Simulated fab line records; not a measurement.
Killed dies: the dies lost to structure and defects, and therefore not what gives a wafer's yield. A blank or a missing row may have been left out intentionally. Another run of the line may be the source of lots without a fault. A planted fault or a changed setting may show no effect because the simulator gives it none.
Which tool did it? + flow nand-harc + 14 lots, 42 wafers sampled, at 5 steps of a route of 1302

== WHAT THE GAUGES SHOWED, per wafer ==
NHARC_A_CHANNEL_HOLE_D1_INSPECT_40. Usual: raw-defect-count at 73, with a standard deviation of 25.
| lot  | measured     | on                | raw-defect-count | flag |
|------|--------------|-------------------|------------------|------|
| L141 | day 7 23:38  | defect-inspect-02 | 45 55 47         |      |
| L140 | day 8 02:28  | defect-inspect-02 | 78 113 79        |      |
| L142 | day 8 22:10  | defect-inspect-02 | 51 25 54         |      |
| L144 | day 9 09:34  | defect-inspect-02 | 83 98 78         |      |
| L145 | day 9 16:26  | defect-inspect-02 | 48 62 52         |      |
| L143 | day 10 03:25 | defect-inspect-01 | 104 92 100       |      |
| L146 | day 10 10:22 | defect-inspect-01 | 109 69 80        |      |
| L149 | day 11 18:43 | defect-inspect-01 | 75 107 87        |      |
| L150 | day 12 08:28 | defect-inspect-01 | 100 93 105       |      |
| L151 | day 12 10:59 | defect-inspect-02 | 85 47 39         |      |
| L160 | day 15 23:02 | defect-inspect-02 | 97 93 105        |      |
| L161 | day 16 20:11 | defect-inspect-02 | 55 63 47         |      |
| L162 | day 16 20:16 | defect-inspect-01 | 91 119 88        |      |
| L163 | day 17 04:34 | defect-inspect-01 | 31 44 33         |      |

NHARC_A_ONON_D2_THK_MEAS_05: measures by ellipsometry. Usual: thk-nm at 997 nm, with a standard deviation of 9.9.
| lot  | measured     | on            | thk-nm (nm)    | flag |
|------|--------------|---------------|----------------|------|
| L141 | day 11 15:18 | film-metro-02 | 981 984 982    |      |
| L140 | day 11 15:25 | film-metro-01 | 1000 999 1002  |      |
| L142 | day 12 10:19 | film-metro-02 | 1001 1002 1002 |      |
| L144 | day 12 21:41 | film-metro-02 | 1019 1018 1017 |      |
| L145 | day 13 12:10 | film-metro-01 | 984 983 982    |      |
| L143 | day 13 22:25 | film-metro-02 | 983 983 985    |      |
| L146 | day 14 01:30 | film-metro-02 | 1001 1000 1000 |      |
| L149 | day 15 10:20 | film-metro-01 | 985 986 985    |      |
| L150 | day 15 22:44 | film-metro-01 | 992 992 992    |      |
| L151 | day 15 22:55 | film-metro-01 | 993 990 992    |      |
| L160 | day 19 10:55 | film-metro-01 | 958 956 958    | OFF  |
| L161 | day 20 10:07 | film-metro-02 | 957 955 957    | OFF  |
| L162 | day 20 10:08 | film-metro-01 | 1002 1001 1000 |      |
| L163 | day 20 19:33 | film-metro-01 | 1003 1005 1005 |      |

== TOOL THAT RAN EACH LOT (tool first, then ch and the chambers of the sampled wafers, then the start) ==
| lot  | NHARC_A_CHANNEL_HOLE_D1_STRIP_27              | NHARC_A_CHANNEL_FILL_D1_ALD_25   | NHARC_A_ONON_D2_DEP_03           |
|------|-----------------------------------------------|----------------------------------|----------------------------------|
| L141 | rie-diel-08 ch 2,3, day 7 23:38 or earlier    | ald-hk-04 ch 2,3, day 9 14:21    | pecvd-onon-04 ch 0, day 11 14:55 |
| L140 | rie-diel-09 ch 0,2,3, day 8 02:28 or earlier  | ald-hk-01 ch 1,3, day 9 13:44    | pecvd-onon-02 ch 0, day 11 14:58 |
| L142 | rie-diel-09 ch 0,2,3, day 8 22:10 or earlier  | ald-hk-03 ch 0,1, day 10 11:28   | pecvd-onon-03 ch 0, day 12 09:52 |
| L144 | rie-diel-09 ch 0,2, day 9 09:34 or earlier    | ald-hk-01 ch 0,1,3, day 11 00:55 | pecvd-onon-04 ch 0, day 12 21:11 |
| L145 | rie-diel-09 ch 1,2, day 9 16:26 or earlier    | ald-hk-04 ch 1,2,3, day 11 13:16 | pecvd-onon-03 ch 0, day 13 11:43 |
| L143 | rie-diel-09 ch 0,2,3, day 10 03:25 or earlier | ald-hk-04 ch 0,2, day 11 20:38   | pecvd-onon-02 ch 0, day 13 22:01 |
| L146 | rie-diel-09 ch 1,3, day 10 10:22 or earlier   | ald-hk-03 ch 0,1,2, day 12 00:55 | pecvd-onon-04 ch 0, day 14 00:59 |
| L149 | rie-diel-09 ch 0,2,3, day 11 18:43 or earlier | ald-hk-01 ch 0,2, day 13 12:00   | pecvd-onon-04 ch 0, day 15 09:50 |
| L150 | rie-diel-09 ch 0,1,2, day 12 08:28 or earlier | ald-hk-03 ch 0,2,3, day 13 21:23 | pecvd-onon-03 ch 0, day 15 22:14 |
| L151 | rie-diel-09 ch 0,1,2, day 12 10:59 or earlier | ald-hk-04 ch 0,1,3, day 13 21:59 | pecvd-onon-02 ch 0, day 15 22:24 |
| L160 | rie-diel-08 ch 0,2,3, day 15 23:02 or earlier | ald-hk-04 ch 1,2, day 17 12:19   | pecvd-onon-04 ch 0, day 19 10:34 |
| L161 | rie-diel-09 ch 0,2,3, day 16 20:11 or earlier | ald-hk-03 ch 2,3, day 18 09:59   | pecvd-onon-04 ch 0, day 20 09:40 |
| L162 | rie-diel-08 ch 0,2,3, day 16 20:16 or earlier | ald-hk-01 ch 0,1,3, day 18 11:15 | pecvd-onon-02 ch 0, day 20 09:37 |
| L163 | rie-diel-09 ch 0,1,2, day 17 04:34 or earlier | ald-hk-01 ch 0,1,3, day 18 16:53 | pecvd-onon-02 ch 0, day 20 19:02 |
- NHARC_A_CHANNEL_HOLE_D1_STRIP_27: strips in O2.
- NHARC_A_CHANNEL_FILL_D1_ALD_25: deposits SiOx, target thk 60 nm, pulse time 10 s, ald cycles 600.
- NHARC_A_ONON_D2_DEP_03: target thk 1000 nm.

== WHAT THE TOOLS THEMSELVES READ (means of the sampled wafers that have a number; where no wafer has one, the mark that the record gives instead) ==
NHARC_A_CHANNEL_HOLE_D1_STRIP_27. Usual: chamber-pressure-mTorr 60.01 mTorr, standard deviation 0.051; drypump-motor-current-A 6.0 A, standard deviation 0.55; oes-product-au 0.995 a.u., standard deviation 0.011; rf-vpp-V 58.1 V, standard deviation 0.91; showerhead-plenum-p-Torr 3.61 Torr, standard deviation 0.12; throttle-valve-pct 17.037 %, standard deviation 0.0099.
| lot  | tool        | chamber-pressure-mTorr (mTorr) | drypump-motor-current-A (A) | oes-product-au (a.u.) | rf-vpp-V (V) | showerhead-plenum-p-Torr (Torr) | throttle-valve-pct (%) | flag |
|------|-------------|--------------------------------|-----------------------------|-----------------------|--------------|---------------------------------|------------------------|------|
| L141 | rie-diel-08 | 60.00                          | 5.9                         | 1.009                 | 58.0         | 3.42                            | 17.042                 |      |
| L140 | rie-diel-09 | 60.01                          | 6.2                         | 0.987                 | 58.3         | 3.62                            | 17.043                 |      |
| L142 | rie-diel-09 | 60.01                          | 6.2                         | 0.998                 | 58.2         | 3.62                            | 17.037                 |      |
| L144 | rie-diel-09 | 60.00                          | 6.0                         | 0.994                 | 58.0         | 3.65                            | 17.036                 |      |
| L145 | rie-diel-09 | 59.97                          | 6.1                         | 0.989                 | 58.6         | 3.71                            | 17.020                 |      |
| L143 | rie-diel-09 | 60.00                          | 6.2                         | 0.995                 | 58.5         | 3.62                            | 17.047                 |      |
| L146 | rie-diel-09 | 60.00                          | 6.4                         | 0.989                 | 57.7         | 3.63                            | 17.036                 |      |
| L149 | rie-diel-09 | 60.04                          | 6.2                         | 0.998                 | 58.0         | 3.61                            | 17.032                 |      |
| L150 | rie-diel-09 | 60.03                          | 6.0                         | 0.986                 | 58.7         | 3.67                            | 17.043                 |      |
| L151 | rie-diel-09 | 60.04                          | 6.0                         | 0.998                 | 58.6         | 3.67                            | 17.034                 |      |
| L160 | rie-diel-08 | 59.98                          | 5.6                         | 1.012                 | 58.2         | 3.46                            | 17.037                 |      |
| L161 | rie-diel-09 | 59.99                          | 6.2                         | 0.991                 | 58.0         | 3.61                            | 17.041                 |      |
| L162 | rie-diel-08 | 60.02                          | 5.6                         | 0.999                 | 58.1         | 3.45                            | 17.033                 |      |
| L163 | rie-diel-09 | 60.00                          | 6.0                         | 0.994                 | 58.9         | 3.67                            | 17.034                 |      |

NHARC_A_CHANNEL_FILL_D1_ALD_25. Usual: heater-power-w 453 W, standard deviation 44; precursor-pulse-height-rel 1.000, standard deviation 0.019.
| lot  | tool      | heater-power-w (W) | precursor-pulse-height-rel | flag |
|------|-----------|--------------------|----------------------------|------|
| L141 | ald-hk-04 | 432                | 0.995                      |      |
| L140 | ald-hk-01 | 453                | 1.010                      |      |
| L142 | ald-hk-03 | 485                | 1.005                      |      |
| L144 | ald-hk-01 | 458                | 1.013                      |      |
| L145 | ald-hk-04 | 424                | 1.026                      |      |
| L143 | ald-hk-04 | 403                | 0.997                      |      |
| L146 | ald-hk-03 | 481                | 0.995                      |      |
| L149 | ald-hk-01 | 505                | 0.995                      |      |
| L150 | ald-hk-03 | 462                | 1.009                      |      |
| L151 | ald-hk-04 | 431                | 0.980                      |      |
| L160 | ald-hk-04 | 428                | 1.018                      |      |
| L161 | ald-hk-03 | 471                | 0.986                      |      |
| L162 | ald-hk-01 | 466                | 0.982                      |      |
| L163 | ald-hk-01 | 461                | 0.988                      |      |

NHARC_A_ONON_D2_DEP_03. Usual: nh3-flow-sccm at 499.8 sccm, with a standard deviation of 1.3.
| lot  | tool          | nh3-flow-sccm (sccm) | flag |
|------|---------------|----------------------|------|
| L141 | pecvd-onon-04 | 499.4                |      |
| L140 | pecvd-onon-02 | 499.4                |      |
| L142 | pecvd-onon-03 | 499.5                |      |
| L144 | pecvd-onon-04 | 499.0                |      |
| L145 | pecvd-onon-03 | 500.8                |      |
| L143 | pecvd-onon-02 | 501.0                |      |
| L146 | pecvd-onon-04 | 499.7                |      |
| L149 | pecvd-onon-04 | 501.3                |      |
| L150 | pecvd-onon-03 | 498.8                |      |
| L151 | pecvd-onon-02 | 498.5                |      |
| L160 | pecvd-onon-04 | 499.7                |      |
| L161 | pecvd-onon-04 | 499.0                |      |
| L162 | pecvd-onon-02 | 501.4                |      |
| L163 | pecvd-onon-02 | 498.5                |      |

== THE ANSWER, worked out from the rows above alone ==
Rule: lot off if the mean of its wafers having a number is beyond 3 standard deviations from the usual mean. A lot without any number at a reading at which 4 lots or more have one is off too. Where the step has rows for the other lots, those lots are counted as sound. The gauges are gone through in route order, then the tools' own readings, and for those a lot's mean is taken as printed above. The first step at which some lot is off is used, and at that step the reading that is off furthest; a lot without a number counts as furthest.
Off: L160, L161, at NHARC_A_ONON_D2_THK_MEAS_05 (thk-nm).
A tool fits if, at a process step before that reading, it ran every lot that is off, and no sound lot after the first of them. Gauges at NHARC_A_ONON_D2_THK_MEAS_05: tried the same way as those tools. NHARC_A_CHANNEL_HOLE_D1_STRIP_27: start missing for some lots; hours and lot order therefore follow NHARC_A_CHANNEL_HOLE_D1_INSPECT_40. One fits: NHARC_A_ONON_D2_DEP_03 on pecvd-onon-04. Its last sound lot is L149 (day 15 09:50), its first lot that is off L160 (day 19 10:34): a fault that began between those two fits.

== WHAT THE SIMULATOR PUT IN ==
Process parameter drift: pecvd-onon-04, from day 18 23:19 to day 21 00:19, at NHARC_A_ONON_D2_DEP_03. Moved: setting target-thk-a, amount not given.
Struck lots among those shown: L160, L161. The same result came from the rule above.
